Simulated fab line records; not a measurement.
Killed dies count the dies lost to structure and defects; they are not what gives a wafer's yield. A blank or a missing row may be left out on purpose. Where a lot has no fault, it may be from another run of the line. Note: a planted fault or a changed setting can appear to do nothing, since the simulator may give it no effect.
fab line records -- flow n5-finfet
[record] lots = 7, wafers = 39
route steps=1938 shown BEOL_M8@1336 BEOL_M9@1446
start-h: the number of hours between the record's first day and the start of the first shown wafer of the lot -- wait-h: time in hours since the lot's previous step -- " repeats the value in the row above -- L1.1+2: a row that stands for several wafers -- - no value, or no start was given -- * or withheld: withheld -- < > ~ a bound
route shown NAME@n: a module of which the file shows steps, and the number in the route of the first -- usual: average and standard deviation across the fault-free wafers -- same: alike in all rows -- chamber/n: place in a boat -- sites: per-site readings -- _std_site: the values' standard deviation -- _edge_site: mean of outer sites minus mean of inner sites -- radius-mm: for every site, how far away it sits from the centre of the wafer -- mask NAME#n: copy n -- behind: the most recent tool/chamber to have shaped the wafer -- hold: cause of the lot's hold/its duration in hours/its outcome -- device: transistor that didn't switch, given as n, p or np -- end of line: the route-end tests of the same wafers -- a step with no rows: only its recipe -- killed: dies that structure and defects cost at the first sort, which is not the same as the wafer's yield -- map: a wafer's dies, x killed, . not, _ none there
set.NAME: the run value of the setting; set.NAME@STEP: its run value at that earlier step -- model.NAME: the simulator's own value behind a step, which no gauge read
one table per step and one row per wafer, for lots whose settings were changed on purpose
[[steps]]
[step N5_BEOL_M8_HM_DEP_02]
[recipe] material = TiN, target-thk-a = 200, temp-c = 25, chamber-pressure-pa = 0.49996
lot.wafer,tool,chamber,start-h,wait-h,set.target-thk-a,model.TiN_of_BEOL_M8_HM_DEP_02.thk-nm
L083.3+4+5,pvd-sputter-02,-,255.88,3.6,200,20.2
L086.1,pvd-sputter-02,-,269.48,1.5,200,20.2
L086.2,pvd-sputter-02,-,269.48,1.5,200,19.8
L086.3+5,pvd-sputter-02,-,269.48,1.5,160.2,16.2
L086.4,pvd-sputter-02,-,269.48,1.5,200,20.4
L086.6,pvd-sputter-02,-,269.48,1.5,160.2,16.4
L085.1+4+5,pvd-sputter-02,-,273.57,0.1,200,19.8
L085.2,pvd-sputter-02,-,273.57,0.1,200,19.4
L085.3,pvd-sputter-02,-,273.57,0.1,200,19.6
L085.6,pvd-sputter-02,-,273.57,0.1,200,20
L089.1+4,pvd-sputter-02,-,285.60,2.0,200,20
L089.2,pvd-sputter-02,-,285.60,2.0,159.7,15.6
L089.3,pvd-sputter-02,-,285.60,2.0,159.7,16.2
L089.5,pvd-sputter-02,-,285.60,2.0,159.7,16.4
L089.6,pvd-sputter-02,-,285.60,2.0,200,19.6
L093.1+4,pvd-sputter-03,-,313.11,2.2,200,20.2
L093.2,pvd-sputter-03,-,313.11,2.2,137.3,14.2
L093.3,pvd-sputter-03,-,313.11,2.2,200,20
L093.5+6,pvd-sputter-03,-,313.11,2.2,137.3,14
L094.1+2+4,pvd-sputter-02,-,331.37,0.4,200,19.8
L094.3+6,pvd-sputter-02,-,331.37,0.4,200,20
L094.5,pvd-sputter-02,-,331.37,0.4,200,19.6
L095.1+3,pvd-sputter-01,-,333.28,2.2,200,20.2
L095.2,pvd-sputter-01,-,333.28,2.2,124.7,12.8
L095.4,pvd-sputter-01,-,333.28,2.2,200,20.4
L095.5+6,pvd-sputter-01,-,333.28,2.2,124.7,12.6
[step N5_BEOL_M8_COAT_59]
[recipe] resist = SOC, temp-c = 250, time-s = 60, spin-rpm = 1500, resist-thk-nm = 100
[step N5_BEOL_M8_COAT_60]
[recipe] resist = SiARC, temp-c = 220, time-s = 60, spin-rpm = 1500, resist-thk-nm = 35
[step N5_BEOL_M8_STRIP_68]
[recipe] chemistry = N2/H2, temp-c = 40, n2-flow-sccm = 200, h2-flow-sccm = 200, rf-frequency-hz = 6e+07
[step N5_BEOL_M8_STRIP_67]
[recipe] chemistry = CF4, resist = SiARC, power-w = 300, bias-power-w = 75, pressure-mtorr = 50, cf4-flow-sccm = 150, rf-frequency-hz = 6e+07
[step N5_BEOL_M8_HM_OPEN_17]
[recipe] chemistry = Cl2/BCl3, target-depth-a = 200, overetch-a = 60, target = TiN, mask-material = SOC, ion-energy-ev = 150, pressure-mtorr = 10, icp-w = 1000, bias-w = 126, Cl2_flow_sccm = 53.25, bcl3-flow-sccm = 21.75, Ar_flow_sccm = 25
lot.wafer,tool,chamber,start-h,wait-h,set.target-thk-a@BEOL_M8_HM_DEP_02,model.etch.depth-nm
L083.3+4,rie-metal-01,"1,0",256.65,0.1,200,20.21
L083.5,rie-metal-01,0,256.65,0.1,200,20.11
L086.1,rie-metal-01,1,270.31,0.0,200,20.19
L086.2,rie-metal-01,0,270.31,0.0,200,19.84
L086.3,rie-metal-01,0,270.31,0.0,160.2,16.18
L086.4,rie-metal-01,1,270.31,0.0,200,20.35
L086.5,rie-metal-01,0,270.31,0.0,160.2,16.28
L086.6,rie-metal-01,1,270.31,0.0,160.2,16.48
L085.1,rie-metal-01,0,274.43,0.0,200,19.84
L085.2,rie-metal-01,1,274.43,0.0,200,19.47
L085.3,rie-metal-01,0,274.43,0.0,200,19.67
L085.4,rie-metal-01,1,274.43,0.0,200,19.89
L085.5,rie-metal-01,0,274.43,0.0,200,19.76
L085.6,rie-metal-01,1,274.43,0.0,200,19.94
L089.1,rie-metal-02,1,286.46,0.0,200,20.06
L089.2,rie-metal-02,0,286.46,0.0,159.7,15.54
L089.3,rie-metal-02,0,286.46,0.0,159.7,16.15
L089.4,rie-metal-02,1,286.46,0.0,200,20.05
L089.5,rie-metal-02,1,286.46,0.0,159.7,16.36
L089.6,rie-metal-02,0,286.46,0.0,200,19.64
L093.1,rie-metal-02,1,313.98,0.0,200,20.22
L093.2,rie-metal-02,0,313.98,0.0,137.3,14.15
L093.3,rie-metal-02,0,313.98,0.0,200,19.99
L093.4,rie-metal-02,1,313.98,0.0,200,20.28
L093.5,rie-metal-02,1,313.98,0.0,137.3,13.93
L093.6,rie-metal-02,0,313.98,0.0,137.3,13.9
L094.1,rie-metal-02,0,332.49,0.0,200,19.78
L094.2,rie-metal-02,1,332.49,0.0,200,19.86
L094.3,rie-metal-02,0,332.49,0.0,200,19.99
L094.4,rie-metal-02,1,332.49,0.0,200,19.87
L094.5,rie-metal-02,1,332.49,0.0,200,19.5
L094.6,rie-metal-02,0,332.49,0.0,200,20.02
L095.1,rie-metal-03,0,334.29,0.0,200,20.17
L095.2,rie-metal-03,1,334.29,0.0,124.7,12.73
L095.3,rie-metal-03,1,334.29,0.0,200,20.22
L095.4,rie-metal-03,0,334.29,0.0,200,20.34
L095.5,rie-metal-03,1,334.29,0.0,124.7,12.6
L095.6,rie-metal-03,0,334.29,0.0,124.7,12.7
[step N5_BEOL_M9_TRENCH_ETCH_37]
[recipe] chemistry = C4F6/O2, target-depth-a = 1514.3, target = SiCOH_lowk, time-s = 49, ion-energy-ev = 250, pressure-mtorr = 30, source-w = 345, bias-w = 185, Ar_flow_sccm = 300, C4F6_flow_sccm = 10, O2_flow_sccm = 10
lot.wafer,tool,chamber,start-h,wait-h,set.target-depth-a,model.BEOL_M9.feature-depth-nm,model.etch.depth-nm,model.TiN_of_BEOL_M9_HM_DEP_02.thk-nm
L083.3,rie-diel-06,2,-,-,1514.3,157.4,157.4,15.2
L083.4,rie-diel-06,0,-,-,1514.3,154.2,154.2,15.6
L083.5,rie-diel-06,0,-,-,1514.3,155.2,155.1,15.2
L086.1,rie-diel-01,2,-,-,1514.3,148.6,148.6,15.4
L086.2,rie-diel-01,1,-,-,2420,246.2,246.2,13.4
L086.3,rie-diel-01,3,-,-,1514.3,151,151,15.8
L086.4,rie-diel-01,3,-,-,2420,241.8,241.8,13
L086.5,rie-diel-01,2,-,-,1514.3,148.2,148.2,15.6
L086.6,rie-diel-01,1,-,-,2420,246.2,246.2,13.2
L085.1,rie-diel-01,1,-,-,1754,176.4,176.5,15.4
L085.2,rie-diel-01,2,-,-,1754,170.6,170.5,15.6
L085.3,rie-diel-01,3,-,-,1514.3,151,151,16.6
L085.4,rie-diel-01,3,-,-,1514.3,151.4,151.3,16.4
L085.5,rie-diel-01,1,-,-,1514.3,151.6,151.6,16
L085.6,rie-diel-01,2,-,-,1754,172,172,15.8
L089.1,rie-diel-06,2,-,-,2194,230.6,230.6,13.6
L089.2,rie-diel-06,3,-,-,2194,225.6,225.5,13.8
L089.3,rie-diel-06,0,-,-,2194,224.4,224.4,13.6
L089.4,rie-diel-06,1,-,-,1514.3,152.8,152.8,16
L089.5,rie-diel-06,3,-,-,1514.3,156.6,156.6,15.6
L089.6,rie-diel-06,0,-,-,1514.3,157,156.9,16.2
L093.1,rie-diel-01,3,-,-,1514.3,151,151,15.4
L093.2,rie-diel-01,2,-,-,808.7,79,78.91,17.2
L093.3,rie-diel-01,0,-,-,1514.3,153.4,153.3,15.4
L093.4,rie-diel-01,1,-,-,808.7,82.4,82.38,17.8
L093.5,rie-diel-01,0,-,-,808.7,81.8,81.84,17.4
L093.6,rie-diel-01,1,-,-,1514.3,154.2,154.2,15.2
L094.1,rie-diel-01,2,-,-,1514.3,148,148.1,15.4
L094.2,rie-diel-01,3,-,-,1514.3,149,149,15.8
L094.3,rie-diel-01,0,-,-,1514.3,153,152.9,15.4
L094.4,rie-diel-01,1,-,-,1514.3,152.2,152.1,16
L094.5,rie-diel-01,2,-,-,1514.3,148.8,148.9,15.8
L094.6,rie-diel-01,3,-,-,1514.3,148.8,148.8,15.4
L095.1,rie-diel-06,2,-,-,906.6,93.8,93.89,17.8
L095.2,rie-diel-06,1,-,-,1514.3,150.2,150.3,16.2
L095.3,rie-diel-06,0,-,-,906.6,94.2,94.13,17.6
L095.4,rie-diel-06,3,-,-,1514.3,153,153.1,16.4
L095.5,rie-diel-06,1,-,-,906.6,90.2,90.24,18.2
L095.6,rie-diel-06,2,-,-,1514.3,157.4,157.4,15.6
[step N5_BEOL_M9_ETCH_41]
[recipe] chemistry = CH3F/O2, target = SiCN, target-depth-a = 366, taper-deg = 2, time-s = 70.1, ion-energy-ev = 120, mask-material = TiN, pressure-mtorr = 30, source-w = 395, bias-w = 75, Ar_flow_sccm = 150, CH3F_flow_sccm = 30, O2_flow_sccm = 20
[step N5_BEOL_M9_STRIP_80]
[recipe] chemistry = N2/H2, time-s = 10, power-w = 450, temp-c = 40, pressure-mtorr = 20, rf-frequency-hz = 6e+07, bias-power-w = 7, n2-flow-sccm = 200, h2-flow-sccm = 200
[step N5_BEOL_M9_OCD_MEAS_38]
[usual] trench-depth-nm = 151/3.3
lot.wafer,tool,chamber,start-h,wait-h,set.target-depth-a@BEOL_M9_TRENCH_ETCH_37,trench-depth-nm
L083.3,ocd-01,-,266.00,-,1514.3,157
L083.4,ocd-01,-,266.00,-,1514.3,154
L083.5,ocd-01,-,266.00,-,1514.3,155
L086.1,ocd-02,-,278.31,-,1514.3,149
L086.2,ocd-02,-,278.31,-,2420,247
L086.3,ocd-02,-,278.31,-,1514.3,151
L086.4,ocd-02,-,278.31,-,2420,242
L086.5,ocd-02,-,278.31,-,1514.3,148
L086.6,ocd-02,-,278.31,-,2420,246
L085.1,ocd-02,-,285.71,-,1754,177
L085.2,ocd-02,-,285.71,-,1754,170
L085.3,ocd-02,-,285.71,-,1514.3,151
L085.4,ocd-02,-,285.71,-,1514.3,151
L085.5,ocd-02,-,285.71,-,1514.3,151
L085.6,ocd-02,-,285.71,-,1754,172
L089.1,ocd-02,-,295.94,-,2194,230
L089.2,ocd-02,-,295.94,-,2194,225
L089.3,ocd-02,-,295.94,-,2194,225
L089.4,ocd-02,-,295.94,-,1514.3,153
L089.5,ocd-02,-,295.94,-,1514.3,156
L089.6,ocd-02,-,295.94,-,1514.3,157
L093.1,ocd-02,-,325.24,-,1514.3,151
L093.2,ocd-02,-,325.24,-,808.7,78
L093.3,ocd-02,-,325.24,-,1514.3,154
L093.4,ocd-02,-,325.24,-,808.7,82
L093.5,ocd-02,-,325.24,-,808.7,82
L093.6,ocd-02,-,325.24,-,1514.3,155
L094.1,ocd-01,-,342.06,-,1514.3,148
L094.2,ocd-01,-,342.06,-,1514.3,150
L094.3,ocd-01,-,342.06,-,1514.3,153
L094.4,ocd-01,-,342.06,-,1514.3,152
L094.5,ocd-01,-,342.06,-,1514.3,149
L094.6,ocd-01,-,342.06,-,1514.3,149
L095.1,ocd-01,-,348.28,-,906.6,94
L095.2,ocd-01,-,348.28,-,1514.3,150
L095.3,ocd-01,-,348.28,-,906.6,95
L095.4,ocd-01,-,348.28,-,1514.3,153
L095.5,ocd-01,-,348.28,-,906.6,90
L095.6,ocd-01,-,348.28,-,1514.3,157
[step N5_BEOL_M9_HM_STRIP_39]
[recipe] chemistry = peroxide-tin-strip, material = TiN, target-depth-a = 250, temp-c = 50, time-s = 158
[step N5_BEOL_M9_SRD_40]
[recipe] time-s = 30, temp-c = 23, rinse-liquid = diw, dry = ipa-marangoni
[step N5_BEOL_M9_ECD_50]
[recipe] material = Cu, target-thk-a = 3180
[step N5_BEOL_M9_ANNEAL_51]
[recipe] temp-c = 225, time-s = 90, ambient = N2
[step N5_BEOL_M9_CMP_52]
[recipe] stop-on = SiCOH_lowk, t-overpolish-s = 7, down-force-psi = 1, platen-rpm = 50, clearing-platen-down-force-psi = 1.5, clearing-platen-rpm = 50, post-cmp-clean = cu-alkaline, target-thk-nm = 140, clearing-platen-pad-velocity-m-s = 0.99484, pad-velocity-m-s = 0.99484
lot.wafer,tool,chamber,start-h,wait-h,set.target-depth-a@BEOL_M9_TRENCH_ETCH_37,model.Cu_of_BEOL_M9_ECD_50.thk-nm
L083.3,cmp-02,1,268.34,0.2,1514.3,146.8
L083.4,cmp-02,2,268.34,0.2,1514.3,142.6
L083.5,cmp-02,3,268.34,0.2,1514.3,143.4
L086.2,cmp-02,1,281.86,0.4,2420,236.6
L086.3,cmp-02,2,281.86,0.4,1514.3,138.8
L086.4,cmp-02,3,281.86,0.4,2420,231.4
L086.1,cmp-02,0,281.86,0.4,1514.3,138.4
L086.5,cmp-02,1,281.86,0.4,1514.3,139.2
L086.6,cmp-02,2,281.86,0.4,2420,233.6
L085.3,cmp-02,2,288.64,0.2,1514.3,138.6
L085.1,cmp-02,3,288.64,0.2,1754,164.2
L085.4,cmp-02,0,288.64,0.2,1514.3,139.8
L085.2,cmp-02,1,288.64,0.2,1754,158.2
L085.6,cmp-02,2,288.64,0.2,1754,158.6
L085.5,cmp-02,3,288.64,0.2,1514.3,138.8
L089.1,cmp-04,0,297.61,0.3,2194,219.2
L089.2,cmp-04,1,297.61,0.3,2194,214
L089.3,cmp-04,2,297.61,0.3,2194,213.4
L089.4,cmp-04,3,297.61,0.3,1514.3,139.2
L089.6,cmp-04,0,297.61,0.3,1514.3,145.6
L089.5,cmp-04,1,297.61,0.3,1514.3,146.8
L093.2,cmp-02,1,327.31,0.2,808.7,65.4
L093.4,cmp-02,2,327.31,0.2,808.7,68.6
L093.3,cmp-02,3,327.31,0.2,1514.3,139.2
L093.1,cmp-02,0,327.31,0.2,1514.3,138.2
L093.5,cmp-02,1,327.31,0.2,808.7,69.2
L093.6,cmp-02,2,327.31,0.2,1514.3,140.4
L094.1,cmp-01,0,348.78,0.3,1514.3,139.4
L094.2,cmp-01,1,348.78,0.3,1514.3,134.6
L094.3,cmp-01,2,348.78,0.3,1514.3,140.4
L094.4,cmp-01,3,348.78,0.3,1514.3,141.4
L094.5,cmp-01,0,348.78,0.3,1514.3,137.8
L094.6,cmp-01,1,348.78,0.3,1514.3,136
L095.4,cmp-04,1,350.92,0.1,1514.3,141.6
L095.3,cmp-04,2,350.92,0.1,906.6,83.6
L095.2,cmp-04,3,350.92,0.1,1514.3,137
L095.1,cmp-04,0,350.92,0.1,906.6,83.8
L095.5,cmp-04,1,350.92,0.1,906.6,79.4
L095.6,cmp-04,2,350.92,0.1,1514.3,145.8
[step N5_BEOL_M9_THK_MEAS_53]
[recipe] thk-meas-gauge = xrf, reads = Cu_of_BEOL_M9_ECD_50
[usual] M9_THK = 139/4
lot.wafer,tool,chamber,start-h,wait-h,set.target-depth-a@BEOL_M9_TRENCH_ETCH_37,M9_THK[nm]
L083.3,film-metro-02,-,268.56,-,1514.3,146
L083.4,film-metro-02,-,268.56,-,1514.3,142
L083.5,film-metro-02,-,268.56,-,1514.3,142
L086.1,film-metro-02,-,282.15,-,1514.3,139
L086.2,film-metro-02,-,282.15,-,2420,238
L086.3,film-metro-02,-,282.15,-,1514.3,140
L086.4,film-metro-02,-,282.15,-,2420,232
L086.5,film-metro-02,-,282.15,-,1514.3,140
L086.6,film-metro-02,-,282.15,-,2420,235
L085.1,film-metro-02,-,288.93,-,1754,163
L085.2,film-metro-02,-,288.93,-,1754,157
L085.3,film-metro-02,-,288.93,-,1514.3,137
L085.4,film-metro-02,-,288.93,-,1514.3,139
L085.5,film-metro-02,-,288.93,-,1514.3,137
L085.6,film-metro-02,-,288.93,-,1754,157
L089.1,film-metro-01,-,297.91,-,2194,216
L089.2,film-metro-01,-,297.91,-,2194,211
L089.3,film-metro-01,-,297.91,-,2194,210
L089.4,film-metro-01,-,297.91,-,1514.3,136
L089.5,film-metro-01,-,297.91,-,1514.3,145
L089.6,film-metro-01,-,297.91,-,1514.3,143
L093.1,film-metro-02,-,327.60,-,1514.3,137
L093.2,film-metro-02,-,327.60,-,808.7,65
L093.3,film-metro-02,-,327.60,-,1514.3,138
L093.4,film-metro-02,-,327.60,-,808.7,68
L093.5,film-metro-02,-,327.60,-,808.7,69
L093.6,film-metro-02,-,327.60,-,1514.3,140
L094.1,film-metro-01,-,349.07,-,1514.3,137
L094.2,film-metro-01,-,349.07,-,1514.3,133
L094.3,film-metro-01,-,349.07,-,1514.3,138
L094.4,film-metro-01,-,349.07,-,1514.3,140
L094.5,film-metro-01,-,349.07,-,1514.3,136
L094.6,film-metro-01,-,349.07,-,1514.3,134
L095.1,film-metro-02,-,351.22,-,906.6,84
L095.2,film-metro-02,-,351.22,-,1514.3,137
L095.3,film-metro-02,-,351.22,-,906.6,83
L095.4,film-metro-02,-,351.22,-,1514.3,142
L095.5,film-metro-02,-,351.22,-,906.6,79
L095.6,film-metro-02,-,351.22,-,1514.3,146
[step N5_BEOL_M9_PRE_CLEAN_55]
[recipe] gas = NH3, time-s = 15, temp-c = withheld, rf-power-w = 300
[step N5_BEOL_M9_DEP_56]
[recipe] material = SiCN, target-thk-a = 150, temp-c = withheld, precursor = 3MS/NH3, pressure-torr = 3, rf-w = 202, time-s = 26.5
[step N5_BEOL_M9_RS_MEAS_57]
[recipe] thk-meas-gauge = four-point-probe, reads = Cu_of_BEOL_M9_ECD_50+Co_of_BEOL_M9_CVD_78+TaN_of_BEOL_M9_ALD_74
[usual] M9_RS = 0.152/0.0045
lot.wafer,tool,chamber,start-h,wait-h,set.target-depth-a@BEOL_M9_TRENCH_ETCH_37,M9_RS[ohm/sq]
L083.3,film-metro-01,-,268.69,0.1,1514.3,0.143
L083.4,film-metro-01,-,268.69,0.1,1514.3,0.148
L083.5,film-metro-01,-,268.69,0.1,1514.3,0.147
L086.1,film-metro-02,-,282.29,0.1,1514.3,0.153
L086.2,film-metro-02,-,282.29,0.1,2420,0.086
L086.3,film-metro-02,-,282.29,0.1,1514.3,0.153
L086.4,film-metro-02,-,282.29,0.1,2420,0.088
L086.5,film-metro-02,-,282.29,0.1,1514.3,0.152
L086.6,film-metro-02,-,282.29,0.1,2420,0.087
L085.1,film-metro-01,-,289.09,0.1,1754,0.127
L085.2,film-metro-01,-,289.09,0.1,1754,0.132
L085.3,film-metro-01,-,289.09,0.1,1514.3,0.153
L085.4,film-metro-01,-,289.09,0.1,1514.3,0.151
L085.5,film-metro-01,-,289.09,0.1,1514.3,0.153
L085.6,film-metro-01,-,289.09,0.1,1754,0.132
L089.1,film-metro-02,-,298.09,0.1,2194,0.093
L089.2,film-metro-02,-,298.09,0.1,2194,0.095
L089.3,film-metro-02,-,298.09,0.1,2194,0.096
L089.4,film-metro-02,-,298.09,0.1,1514.3,0.152
L089.5,film-metro-02,-,298.09,0.1,1514.3,0.144
L089.6,film-metro-02,-,298.09,0.1,1514.3,0.145
L093.1,film-metro-02,-,327.73,0.1,1514.3,0.153
L093.2,film-metro-02,-,327.73,0.1,808.7,0.365
L093.3,film-metro-02,-,327.73,0.1,1514.3,0.152
L093.4,film-metro-02,-,327.73,0.1,808.7,0.343
L093.5,film-metro-02,-,327.73,0.1,808.7,0.339
L093.6,film-metro-02,-,327.73,0.1,1514.3,0.150
L094.1,film-metro-01,-,349.21,0.1,1514.3,0.152
L094.2,film-metro-01,-,349.21,0.1,1514.3,0.157
L094.3,film-metro-01,-,349.21,0.1,1514.3,0.150
L094.4,film-metro-01,-,349.21,0.1,1514.3,0.149
L094.5,film-metro-01,-,349.21,0.1,1514.3,0.154
L094.6,film-metro-01,-,349.21,0.1,1514.3,0.156
L095.1,film-metro-01,-,351.35,0.1,906.6,0.270
L095.2,film-metro-01,-,351.35,0.1,1514.3,0.155
L095.3,film-metro-01,-,351.35,0.1,906.6,0.271
L095.4,film-metro-01,-,351.35,0.1,1514.3,0.149
L095.5,film-metro-01,-,351.35,0.1,906.6,0.288
L095.6,film-metro-01,-,351.35,0.1,1514.3,0.144
[[key]]
[split] step = N5_BEOL_M8_HM_DEP_02, setting = target-thk-a, stated = 200, by = wafer
[response] step = N5_BEOL_M8_HM_DEP_02, reading = model.TiN_of_BEOL_M8_HM_DEP_02.thk-nm, change = +0.197, per = 1%, r = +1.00
[response] step = N5_BEOL_M8_HM_OPEN_17, reading = model.etch.depth-nm, change = +0.198, per = 1%, r = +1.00
[split] step = N5_BEOL_M9_TRENCH_ETCH_37, setting = target-depth-a, stated = 1514.3, by = wafer
[response] step = N5_BEOL_M9_TRENCH_ETCH_37, reading = model.BEOL_M9.feature-depth-nm, change = +1.56, per = 1%, r = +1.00
[response] step = N5_BEOL_M9_TRENCH_ETCH_37, reading = model.etch.depth-nm, change = +1.56, per = 1%, r = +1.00
[response] step = N5_BEOL_M9_TRENCH_ETCH_37, reading = model.TiN_of_BEOL_M9_HM_DEP_02.thk-nm, change = -0.0445, per = 1%, r = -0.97
[response] step = N5_BEOL_M9_OCD_MEAS_38, reading = trench-depth-nm, change = +1.56, per = 1%, r = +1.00
[response] step = N5_BEOL_M9_CMP_52, reading = model.Cu_of_BEOL_M9_ECD_50.thk-nm, change = +1.55, per = 1%, r = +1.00
[response] step = N5_BEOL_M9_THK_MEAS_53, reading = M9_THK, change = +1.55, per = 1%, r = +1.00
[response] step = N5_BEOL_M9_RS_MEAS_57, reading = M9_RS, shape = bent, at-lowest = 0.349, at-stated = 0.151, at-highest = 0.087
